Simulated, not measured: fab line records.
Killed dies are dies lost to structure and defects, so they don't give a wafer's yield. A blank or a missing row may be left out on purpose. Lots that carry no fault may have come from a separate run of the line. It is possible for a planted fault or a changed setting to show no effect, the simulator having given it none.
Matching of chambers -- flow n5 finfet -- rie diel-03 running N5_BEOL_M12_ETCH_68: 4 sister chambers
The step etches SOC in N2/H2, time 285 s. 8 wafers are shown with their chamber, then 10 later ones without.

WAFERS PAIRED WITH THEIR CHAMBERS
wafer,chamber,throttle valve pct (%),drypump motor current A (A)
L076.3,0,18.22,6.5
L083.3,2,17.87,5.8
L083.4,3,18.25,5.8
L082.1,3,18.28,5.9
L082.2,0,18.22,6.5
L082.3,1,17.71,5.5
L082.4,2,17.86,5.8
L082.5,1,17.70,5.5

WAFERS MISSING THEIR CHAMBER
wafer,throttle valve pct (%),drypump motor current A (A)
L082.6,17.86,5.8
L084.1,18.25,6.5
L084.3,17.71,5.6
L084.4,17.88,5.8
L090.2,18.26,6.5
L090.4,17.89,5.8
L090.6,18.27,6.5
L096.2,18.28,6.5
L096.4,17.76,5.5
L096.5,18.31,6.5

CHAMBER TAKEN BY EACH
wafer,from the rows above,in truth
L082.6,2,2
L084.1,0,0
L084.3,1,1
L084.4,2,2
L090.2,0,0
L090.4,2,2
L090.6,0,0
L096.2,0,0
L096.4,1,1
L096.5,0,0
Correct placement for 10 of the 10. Not placeable from these rows: 0. Number placed wrongly: 0.
How it was worked out, from the rows above alone: a wafer's distance from a chamber is the root of the sum, over the readings, of the square of ((its reading less the chamber's mean) divided by the reading's scatter). The wafer belongs to the nearest chamber; if the next one is less than 2 further off, it can't be placed. For every chamber, the mean is computed from those of its wafers that are shown. The scatter: the root of (the sum of the squares of (reading less its chamber's mean) over the shown wafers, divided by (wafers less chambers)).
